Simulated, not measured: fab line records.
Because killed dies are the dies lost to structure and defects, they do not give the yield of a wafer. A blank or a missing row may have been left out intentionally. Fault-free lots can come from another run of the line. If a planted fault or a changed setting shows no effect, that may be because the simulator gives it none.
fab line records | flow nand_harc
[record] lots = 6 wafers = 18 last_day = 24
route steps=1159 shown A_CONTACT@854 END@1159
lots that met no fault: taken from a fault-free run of the same line
start_h: hours from the record's first day to the start of the lot's first wafer shown | wait_h: how many hours have passed since the lot's step before this one | " unchanged from the row above | L1.1+2: several wafers, shown together as one row | - no value, or no start was given | * or withheld: withheld | < > ~ a bound
route shown NAME@n: NAME is a module with steps in the file, n the number in the route of the first one | usual: average and standard deviation across the fault-free wafers | same: alike in all rows | chamber/n: place in a boat | sites: the reading at each site | _std_site: the values' standard deviation | _edge_site: inner sites' mean taken away from outer sites' mean | radius_mm: for every site, how far away it sits from the centre of the wafer | mask NAME#n: copy n | behind: the most recent tool/chamber to have shaped the wafer | hold: what put the lot on hold/how long, in hours/how the hold closed | device: the transistor (n, p or np) that didn't switch | end of line: tests run on the same wafers once the route is complete | a step with no rows: only its recipe | killed: at the first sort, the dies lost to defects and structure; wafer yield is something else | map: shows each die of a wafer: x if killed, . if not, _ if none is there
set.NAME: the setting as run; set.NAME@STEP: as run at that earlier step | model.NAME: the simulator's own value behind a step, which no gauge read
lots at selected steps of the route; one table per step, one row per wafer
services: a tool's chamber out of use, with start hour (start_h, from the record's first day; less than 0 if before it), hours out, and reason
[[steps]]
[step NHARC_A_CONTACT_CD_MEAS_42]
[recipe] target_cd_nm = 200 landing_energy_ev = 500
[usual] cd_nm = 200.1/0.69
// columns lot.wafer tool chamber start_h wait_h cd_nm
L643.2 cd_sem-03 0 388.42 - 200.7
L643.4 " 0 " " 200.1
L643.5 " 0 " " 200.4
L645.3 cd_sem-02 0 403.97 - 200.1
L645.5 " 0 " " 200.6
L645.6 " 0 " " 200.0
L649.2 cd_sem-01 0 430.35 - 201.1
L649.5 " 0 " " 199.4
L649.6 " 0 " " 200.1
L658.2 cd_sem-03 0 468.13 - 199.6
L658.4 " 0 " " 201.4
L658.6 " 0 " " 199.9
L655.2 cd_sem-01 0 474.85 - 199.3
L655.5 " 0 " " 199.4
L655.6 " 0 " " 198.9
L656.1 cd_sem-02 0 478.97 - 199.7
L656.3 " 0 " " 201.5
L656.5 " 0 " " 199.6
[step NHARC_A_CONTACT_OVL_MEAS_43]
[usual] overlay_x_nm = 0.1/0.91 overlay_y_nm = -0.4/0.79
// columns lot.wafer tool chamber start_h wait_h overlay_x_nm overlay_y_nm
L643.2 overlay-01 - 388.51 - 1.2 0.0
L643.4 " - " " 0.5 -0.5
L643.5 " - " " 0.9 -0.1
L645.3 overlay-01 - 404.06 - 0.3 -0.6
L645.5 " - " " 0.4 -0.6
L645.6 " - " " 0.3 -0.5
L649.2 overlay-01 - 430.44 - 0.0 -0.6
L649.5 " - " " 0.5 -0.5
L649.6 " - " " 0.0 -0.6
L658.2 overlay-02 - 468.21 - -0.8 -0.4
L658.4 " - " " -0.5 -0.9
L658.6 " - " " -0.8 -1.0
L655.2 overlay-02 - 474.94 - 1.7 0.4
L655.5 " - " " 1.6 -0.4
L655.6 " - " " 1.6 -0.9
L656.1 overlay-01 - 479.05 - -0.7 0.5
L656.3 " - " " -0.7 0.2
L656.5 " - " " -0.3 0.8
[step NHARC_A_CONTACT_INSPECT_44]
[usual] raw_defect_count = 25/12
// columns lot.wafer tool chamber start_h wait_h raw_defect_count
L643.2 defect_inspect-01 - 388.54 0.0 16
L643.4 " - " " 17
L643.5 " - " " 21
L645.3 defect_inspect-01 - 404.09 0.0 10
L645.5 " - " " 9
L645.6 " - " " 6
L649.2 defect_inspect-01 - 430.47 0.0 38
L649.5 " - " " 26
L649.6 " - " " 29
L658.2 defect_inspect-01 - 468.25 0.0 53
L658.4 " - " " 49
L658.6 " - " " 53
L655.2 defect_inspect-01 - 474.97 0.0 40
L655.5 " - " " 53
L655.6 " - " " 52
L656.1 defect_inspect-02 - 479.09 0.0 37
L656.3 " - " " 25
L656.5 " - " " 42
[step NHARC_A_CONTACT_DESCUM_47]
[recipe] time_s = 3 o2_flow_sccm = 200 ar_flow_sccm = 0 bias_power_w = 0 chemistry = O2
[step NHARC_A_CONTACT_ETCH_48]
[recipe] target_depth_a = 390 over_etch_frac = 0.3 time_s = 65 ion_energy_ev = 80 cf4_flow_sccm = 150 ar_flow_sccm = 0 rf_w = 300 bias_w = 100 chemistry = CF4
[step NHARC_A_CONTACT_ETCH_49]
[recipe] target_depth_a = 2600 over_etch_frac = 0.3 time_s = 475.3 ion_energy_ev = 200 n2_flow_sccm = 150 h2_flow_sccm = 150 ar_flow_sccm = 0 rf_w = 400 bias_w = 150 chemistry = N2/H2
[step NHARC_A_CONTACT_ETCH_50]
[recipe] target_depth_a = 847 time_s = 42.4 cf4_flow_sccm = 100 chf3_flow_sccm = 30 ar_flow_sccm = 0 rf_w = 500 bias_w = 200 chemistry = CF4/CHF3
[step NHARC_A_CONTACT_ETCH_51]
[recipe] target_depth_a = 36000 over_etch_frac = 0.3 time_s = 936 ion_energy_ev = 150 o2_flow_sccm = 400 cos_flow_sccm = 20 ar_flow_sccm = 0 rf_w = 500 bias_w = 300 chemistry = O2/COS
[step NHARC_A_CONTACT_ETCH_111]
[recipe] source_w = withheld pressure_mtorr = 20 bias_v = withheld time_s = 140 target_depth_a = 7000 ar_flow_sccm = withheld c4f8_flow_sccm = withheld o2_flow_sccm = withheld chemistry = C4F8/O2/Ar
[step NHARC_A_CONTACT_ETCH_112]
[recipe] source_w = withheld pressure_mtorr = 20 bias_v = 3000 time_s = 94 target_depth_a = 9220 ar_flow_sccm = withheld c4f8_flow_sccm = withheld o2_flow_sccm = withheld chemistry = C4F8/O2/Ar
// columns lot.wafer tool chamber start_h wait_h rf_hours_counter_h
L643.2 har_cap_etch-03 1 390.30 0.2 80
L643.4 " 0 " " -
L643.5 " 0 " " -
L645.3 har_cap_etch-03 0 406.10 0.1 -
L645.5 " 1 " " -
L645.6 " 0 " " -
L649.2 har_cap_etch-03 0 432.00 0.2 87
L649.6 " 0 " " -
L649.5 " 1 " " -
L658.2 har_cap_etch-02 0 469.95 0.2 21
L658.4 " 1 " " -
L658.6 " 1 " " -
L655.2 har_cap_etch-02 0 476.51 0.2 22
L655.5 " 0 " " -
L655.6 " 1 " " -
L656.1 har_cap_etch-02 0 480.62 0.1 23
L656.3 " 0 " " -
L656.5 " 0 " " -
[step NHARC_A_CONTACT_ETCH_113]
[recipe] source_w = withheld pressure_mtorr = 20 bias_v = 3000 time_s = 94 target_depth_a = 9220 ar_flow_sccm = withheld c4f8_flow_sccm = withheld o2_flow_sccm = withheld chemistry = C4F8/O2/Ar
[step NHARC_A_CONTACT_ETCH_114]
[recipe] source_w = withheld pressure_mtorr = 20 bias_v = 3000 time_s = 94 target_depth_a = 9220 ar_flow_sccm = withheld c4f8_flow_sccm = withheld o2_flow_sccm = withheld chemistry = C4F8/O2/Ar
[step NHARC_A_CONTACT_ETCH_115]
[recipe] source_w = withheld pressure_mtorr = 20 bias_v = 3000 time_s = 94 target_depth_a = 9220 ar_flow_sccm = withheld c4f8_flow_sccm = withheld o2_flow_sccm = withheld chemistry = C4F8/O2/Ar
// columns lot.wafer tool chamber start_h wait_h rf_hours_counter_h
L643.2 har_cap_etch-03 1 390.57 0.1 80
L643.4 " 0 " " -
L643.5 " 0 " " -
L645.3 har_cap_etch-03 0 406.37 0.1 -
L645.5 " 1 " " -
L645.6 " 0 " " -
L649.2 har_cap_etch-03 0 432.27 0.1 88
L649.6 " 0 " " -
L649.5 " 1 " " -
L658.2 har_cap_etch-02 0 470.23 0.1 21
L658.4 " 1 " " -
L658.6 " 1 " " -
L655.2 har_cap_etch-02 0 476.78 0.1 22
L655.5 " 0 " " -
L655.6 " 1 " " -
L656.1 har_cap_etch-02 0 480.90 0.1 23
L656.3 " 0 " " -
L656.5 " 0 " " -
[step NHARC_A_CONTACT_ETCH_116]
[recipe] source_w = withheld pressure_mtorr = 20 bias_v = 3000 time_s = 94 target_depth_a = 9220 ar_flow_sccm = withheld c4f8_flow_sccm = withheld o2_flow_sccm = withheld chemistry = C4F8/O2/Ar
[step NHARC_A_CONTACT_ETCH_117]
[recipe] source_w = withheld pressure_mtorr = 20 bias_v = 3000 time_s = 94 target_depth_a = 9220 ar_flow_sccm = withheld c4f8_flow_sccm = withheld o2_flow_sccm = withheld chemistry = C4F8/O2/Ar
[step NHARC_A_CONTACT_ETCH_118]
[recipe] source_w = withheld pressure_mtorr = 20 bias_v = 3000 time_s = 94 target_depth_a = 9220 ar_flow_sccm = withheld c4f8_flow_sccm = withheld o2_flow_sccm = withheld chemistry = C4F8/O2/Ar
// columns lot.wafer tool chamber start_h wait_h rf_hours_counter_h
L643.2 har_cap_etch-03 1 390.84 0.1 81
L643.4 " 0 " " -
L643.5 " 0 " " -
L645.3 har_cap_etch-03 0 406.64 0.1 -
L645.5 " 1 " " -
L645.6 " 0 " " -
L649.2 har_cap_etch-03 0 432.54 0.1 88
L649.6 " 0 " " -
L649.5 " 1 " " -
L658.2 har_cap_etch-02 0 470.50 0.1 21
L658.4 " 1 " " -
L658.6 " 1 " " -
L655.2 har_cap_etch-02 0 477.05 0.1 22
L655.5 " 0 " " -
L655.6 " 1 " " -
L656.1 har_cap_etch-02 0 481.17 0.1 23
L656.3 " 0 " " -
L656.5 " 0 " " -
[step NHARC_A_CONTACT_ETCH_119]
[recipe] source_w = withheld pressure_mtorr = 20 bias_v = 3000 time_s = 94 target_depth_a = 9220 ar_flow_sccm = withheld c4f8_flow_sccm = withheld o2_flow_sccm = withheld chemistry = C4F8/O2/Ar
[step NHARC_A_CONTACT_ETCH_120]
[recipe] source_w = withheld pressure_mtorr = 20 bias_v = 3000 time_s = 94 target_depth_a = 9220 ar_flow_sccm = withheld c4f8_flow_sccm = withheld o2_flow_sccm = withheld chemistry = C4F8/O2/Ar
[step NHARC_A_CONTACT_ETCH_121]
[recipe] source_w = withheld pressure_mtorr = 20 bias_v = 3000 time_s = 94 target_depth_a = 9220 ar_flow_sccm = withheld c4f8_flow_sccm = withheld o2_flow_sccm = withheld chemistry = C4F8/O2/Ar
[step NHARC_A_CONTACT_ETCH_122]
[recipe] source_w = withheld pressure_mtorr = 20 bias_v = 3000 time_s = 95 target_depth_a = 9300 ar_flow_sccm = withheld c4f8_flow_sccm = withheld o2_flow_sccm = withheld chemistry = C4F8/O2/Ar
// columns lot.wafer tool chamber start_h wait_h rf_hours_counter_h
L643.2 har_cap_etch-03 1 391.21 0.1 81
L643.4 " 0 " " -
L643.5 " 0 " " -
L645.3 har_cap_etch-03 0 407.01 0.1 -
L645.5 " 1 " " -
L645.6 " 0 " " -
L649.2 har_cap_etch-03 0 432.91 0.1 88
L649.6 " 0 " " -
L649.5 " 1 " " -
L658.2 har_cap_etch-02 0 470.86 0.1 21
L658.4 " 1 " " -
L658.6 " 1 " " -
L655.2 har_cap_etch-02 0 477.42 0.1 23
L655.5 " 0 " " -
L655.6 " 1 " " -
L656.1 har_cap_etch-02 0 481.54 0.1 24
L656.3 " 0 " " -
L656.5 " 0 " " -
[step NHARC_A_CONTACT_ETCH_123]
[recipe] source_w = withheld pressure_mtorr = 20 bias_v = 400 time_s = 253 target_depth_a = 10900 ar_flow_sccm = withheld c4f8_flow_sccm = 11.5 o2_flow_sccm = 7.2 chemistry = C4F8/O2/Ar
[step NHARC_A_CONTACT_ETCH_90]
[recipe] target_depth_a = 400 over_etch_frac = 0.5 time_s = 85.7 ion_energy_ev = 120 ch3f_flow_sccm = 50 o2_flow_sccm = 30 ar_flow_sccm = 200 rf_w = 500 bias_w = 100 chemistry = CH3F/O2
[usual] drypump_motor_current_A = 5.84/0.3 o2_flow_sccm = 30.00/0.09 oes_product_au = 0.96/0.038 rf_vpp_V = 244.5/1.8 showerhead_plenum_p_Torr = 2.46/0.13 throttle_valve_pct = 20.664/0.0087
// columns lot.wafer tool chamber start_h wait_h drypump_motor_current_A o2_flow_sccm oes_product_au rf_hours_counter_h rf_vpp_V showerhead_plenum_p_Torr throttle_valve_pct
L643.4 rie_diel-06 0 391.91 0.4 5.39 30.12 0.99 20 244.0 2.35 20.678
L643.2 " 2 " " 5.62 29.94 0.94 29 246.4 2.58 20.667
L643.5 " 3 " " 6.04 29.87 0.94 - 241.5 2.28 20.677
L645.3 rie_diel-03 0 407.65 0.4 6.07 30.07 1.00 4 242.8 2.36 20.673
L645.6 " 0 " " 6.09 29.94 1.01 - 244.3 2.36 20.663
L645.5 " 1 " " 6.36 29.90 0.99 - 243.8 2.37 20.654
L649.2 rie_diel-06 1 433.59 0.5 5.84 29.99 0.93 1 244.2 2.45 20.669
L649.6 " 1 " " 5.85 30.13 0.93 - 243.0 2.45 20.676
L649.5 " 2 " " 5.63 29.95 0.93 - 245.4 2.57 20.661
L658.4 rie_diel-03 1 471.60 0.4 6.37 29.83 0.98 29 243.6 2.36 20.661
L658.2 " 2 " " 5.93 30.07 1.00 29 247.0 2.65 20.670
L658.6 " 0 " " 6.09 30.11 0.99 - 243.1 2.35 20.668
L655.2 rie_diel-03 1 478.12 0.6 6.36 29.89 0.98 32 243.5 2.36 20.682
L655.6 " 0 " " 6.06 29.92 1.00 - 243.7 2.35 20.666
L655.5 " 1 " " 6.36 29.91 0.99 - 243.3 2.36 20.673
L656.1 rie_diel-06 2 482.21 0.5 5.61 30.12 0.93 9 246.8 2.57 20.656
L656.3 " 0 " " 5.39 29.89 0.92 11 242.7 2.34 20.667
L656.5 " 2 " " 5.62 30.04 0.93 - 246.4 2.57 20.666
[step NHARC_A_CONTACT_ETCH_96]
[recipe] target_depth_a = 200 over_etch_frac = 0.5 time_s = 10 ion_energy_ev = 250 c4f6_flow_sccm = 25 o2_flow_sccm = 20 ar_flow_sccm = 500 rf_w = 600 bias_w = 500 chemistry = C4F6/O2
[step NHARC_A_CONTACT_CD_MEAS_53]
[usual] cd_nm = 189.2/0.94
// columns lot.wafer tool chamber start_h wait_h cd_nm
L643.2 cd_sem-02 - 392.12 - 188.2
L643.4 " - " " 189.9
L643.5 " - " " 189.7
L645.3 cd_sem-01 - 407.87 - 189.6
L645.5 " - " " 190.8
L645.6 " - " " 189.6
L649.2 cd_sem-03 - 433.88 - 187.5
L649.5 " - " " 188.3
L649.6 " - " " 187.6
L658.2 cd_sem-01 - 471.92 - 190.0
L658.4 " - " " 190.3
L658.6 " - " " 189.8
L655.2 cd_sem-02 - 478.38 - 190.3
L655.5 " - " " 190.4
L655.6 " - " " 189.4
L656.1 cd_sem-03 - 482.43 - 189.2
L656.3 " - " " 188.9
L656.5 " - " " 189.5
[step NHARC_A_CONTACT_STRIP_99]
[recipe] n2_flow_sccm = 150 h2_flow_sccm = 150 ar_flow_sccm = 0 bias_w = 0 chemistry = N2/H2
[step NHARC_A_CONTACT_STRIP_100]
[recipe] cf4_flow_sccm = 100 chf3_flow_sccm = 30 ar_flow_sccm = 0 bias_w = 0 chemistry = CF4/CHF3
[step NHARC_A_CONTACT_STRIP_101]
[recipe] o2_flow_sccm = 400 cos_flow_sccm = 20 ar_flow_sccm = 0 bias_w = 0 chemistry = O2/COS
[step NHARC_A_CONTACT_ETCH_102]
[recipe] target_depth_a = 700 overetch_a = 70 time_s = 38.5 ion_energy_ev = 100 cf4_flow_sccm = 80 o2_flow_sccm = 20 ar_flow_sccm = 0 rf_w = 300 bias_w = 100 chemistry = CF4/O2
[step NHARC_A_CONTACT_STRIP_55]
[recipe] o2_flow_sccm = 500 ar_flow_sccm = 0 bias_w = 0 chemistry = O2
[step NHARC_A_CONTACT_STRIP_56]
[recipe] time_s = 600 temp_c = 30 chemistry = post_etch_residue_remover
[step NHARC_A_CONTACT_DEP_57]
[recipe] target_thk_a = 28000 temp_c = 400 material = aC
[step NHARC_A_CONTACT_DEP_58]
[recipe] target_thk_a = 600 target_thk_nm = 60 temp_c = 400 pressure_torr = 3.5 flow_sccm = 200 rf_w = 350 material = SiON
[usual] heater_power_w = 744/110 susceptor_temp_C = 400.01/0.2
// columns lot.wafer tool chamber start_h wait_h heater_power_w susceptor_temp_C
L643.2 pecvd-04 1 396.55 1.2 752 400.22
L643.4 " 0 " " 557 399.87
L643.5 " 1 " " 735 400.12
L645.3 pecvd-01 0 410.60 0.9 748 400.17
L645.5 " 1 " " 760 399.93
L645.6 " 0 " " 757 400.14
L649.2 pecvd-04 0 436.61 1.2 536 400.21
L649.5 " 0 " " 506 399.88
L649.6 " 1 " " 803 400.03
L658.2 pecvd-04 1 474.65 1.2 772 399.64
L658.6 " 1 " " 798 400.28
L658.4 " 2 " " 679 400.27
L655.2 pecvd-04 2 484.08 1.2 666 400.33
L655.6 " 1 " " 775 399.96
L655.5 " 2 " " 657 399.95
L656.1 pecvd-03 0 490.15 1.5 762 400.09
L656.3 " 1 " " 912 400.02
L656.5 " 1 " " 929 400.16
[step NHARC_A_CONTACT_DEHYDRATE_59]
[recipe] temp_c = 150 time_s = 120
[step NHARC_A_CONTACT_HMDS_60]
[recipe] time_s = 30
[step NHARC_A_CONTACT_COAT_61]
[recipe] temp_c = 260 time_s = 75
[step NHARC_A_CONTACT_COAT_62]
[recipe] temp_c = 225 time_s = 65
[step NHARC_A_CONTACT_COAT_63]
[recipe] spin_rpm = 1500 resist_thk_nm = 90
[step NHARC_A_CONTACT_SOFTBAKE_64]
[recipe] temp_c = 105 time_s = 55
[step NHARC_A_CONTACT_EBR_65]
[step NHARC_A_CONTACT_EXPOSE_66]
[recipe] na = 1.35 sigma_outer = 0.8 dose_mj = 59.02 mask_id = A_CC_2
[step NHARC_A_CONTACT_PEB_67]
[recipe] peb_temp_c = 100 peb_time_s = 65
[step NHARC_A_CONTACT_DEVELOP_68]
[recipe] develop_time_s = 35 dev_temp_c = 23
[step NHARC_END_SORT_01]
[recipe] temp_c = 25
[usual] killed_at_array = 24/8.7 killed_at_other = 0.8/1.2 killed_at_periphery = 3.6/2.3 killed_dies = 28/8.9 killed_open = 3.2/1.9 killed_short = 2.0/1.6
[same] gross_dies = 677
// columns lot.wafer tool chamber start_h wait_h killed_at_array killed_at_other killed_at_periphery killed_dies killed_open killed_short
L645.3 prober-01 0 481.69 3.1 75 0 9 84 3 3
L645.6 prober-01 0 484.09 4.0 72 0 2 74 3 2
L649.2 prober-02 0 497.57 2.8 96 0 6 102 4 1
L649.6 prober-02 0 500.81 4.1 96 0 8 104 4 4
// killed by level:class
L645.3 A_CONTACT:unspecified=67 P_STI:chamber_film_flake=5 A_STAIRCASE:chamber_film_flake=4 A_CHANNEL_HOLE_D1:chamber_film_flake=2 P_GATE:geometric_particle:short=1 P_CONTACT:geometric_particle:open=1 P_CONTACT:geometric_particle:short=1 P_M0:geometric_particle:open=1
L645.6 A_CONTACT:unspecified=63 A_CONTACT:geometric_particle:open=2 A_CHANNEL_HOLE_D1:chamber_film_flake=2 P_M0:geometric_particle:short=1 A_M1:geometric_particle:short=1 A_M1:geometric_particle:open=1 P_STI:chamber_film_flake=1 A_STAIRCASE:chamber_film_flake=1
L649.2 A_CONTACT:unspecified=71 A_SLIT:chamber_film_flake=11 A_CHANNEL_HOLE_D1:chamber_film_flake=4 A_WL_FILL:chamber_film_flake=4 P_ZERO_WELL:chamber_film_flake=3 A_SGD_CUT:geometric_particle:open=2 P_M2:chamber_film_flake=2 P_STI:geometric_particle:open=1
L649.6 A_CONTACT:unspecified=72 A_SLIT:chamber_film_flake=11 A_WL_FILL:chamber_film_flake=3 A_CONTACT:chamber_film_flake=3 P_CONTACT:geometric_particle:open=2 P_ZERO_WELL:chamber_film_flake=2 P_M2:chamber_film_flake=2 A_STAIRCASE:chamber_film_flake=2
// map L645.3 (x killed, . not)
____________.____________
_________......._________
_______..........._______
______.............______
_____..............._____
____.................____
____.................____
___...........x....x..___
___.x.................___
__................xxx..__
__...............xx.xxx__
_..............xxxxxx..._
_...x.........x.xxxxx.x._
_..x..........x.xxxxxxx._
_..............xxxxxxxxx_
_x...........x..xxxxxx.._
..............xxxxxxx....
................xxxxxx...
.x.............xxxxxxx...
.................xx......
....................x....
_.................x.x..._
_......................._
_......................._
_.....x...........x....._
_......................._
__.....................__
__.............x.......__
___...............x...___
___...................___
____.................____
____.................____
_____..............._____
______xx...........______
_______........x.._______
_________......._________
____________.____________
// map L649.6 (x killed, . not)
____________.____________
_________......._________
_______x.........._______
______..........x..______
_____...x..........._____
____.................____
____.................____
___................x..___
___.............x.x...___
__.x............xxx.x..__
__..x..........xxxxxxx.__
_...............xxxx.x.._
_.x...........x..xxxxx.x_
_............x.xxxxxxxx._
_..............xxxxxxx.._
_..............xxxxxxxx._
..............x.xxxxxxx..
................xxxxx.x..
x..............xx.x..x...
................xxxx.x...
x..................x.....
_.................x....x_
_..x...................._
_....x.........x.x..x..._
_....x.........x........_
_......................._
__.....................__
__.....................__
___....x..x...........___
___.................x.___
____..x..............____
____xxxx.............____
_____x..x..........._____
______x............______
_______x.........._______
_________...x..._________
____________.____________
[[services]]
// columns tool chamber start_h hours kind
rie_diel-03 0 371.86 - clean
rie_diel-03 1 371.86 - clean
rie_diel-03 2 371.86 - clean
rie_diel-03 3 371.86 - clean
rie_diel-06 0 372.96 - clean
rie_diel-06 1 372.96 - clean
rie_diel-06 2 372.96 - clean
rie_diel-06 3 372.96 - clean
rie_diel-03 1 373.11 22.4 repair
pecvd-04 - 376.47 13.0 pm
pecvd-04 0 376.47 13.0 vent_cycle
pecvd-04 1 376.47 13.0 vent_cycle
pecvd-04 2 376.47 13.0 vent_cycle
pecvd-04 0 389.47 - clean
pecvd-04 1 389.47 - clean
pecvd-04 2 389.47 - clean
rie_diel-03 - 392.36 9.0 pm
rie_diel-03 0 392.36 9.0 vent_cycle
pecvd-01 0 415.73 4.8 repair
pecvd-03 2 415.73 9.6 repair
rie_diel-06 - 418.20 9.0 pm
pecvd-01 - 418.39 13.0 pm
pecvd-01 2 453.02 6.8 repair
pecvd-03 - 473.17 13.0 pm
[[key]]
[first_sign] step = NHARC_END_SORT_01 reading = killed_dies direction = up sigmas = 7.1 usual = 28 struck = 91
[effect] step = NHARC_END_SORT_01 reading = killed_at_array direction = up sigmas = 6.9 usual = 24 struck = 85
[more_kills_born_at] NHARC_A_CONTACT_ETCH_115@har_cap_etch-03 = 270
met_at NHARC_A_CONTACT_ETCH_115
struck_wafers L645.3,L645.6,L649.2,L649.6
tester_left_out L645,L649
onset_between 390.57 406.37
[fault] kind = chamber_particle_source tool = har_cap_etch-03 chamber = 0 onset_h = 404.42 steps = NHARC_A_CONTACT_ETCH_115 rate_per_visit_cm2 = 0.39238 end_h = 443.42
// tester_left_out: of these lots the tester's yield and bins aren't shown, on N5 and GAA mostly nor the transistor test; their killed dies are dies lost to structure and defects alone, not to doping, threshold or leakage, so they don't give the yield
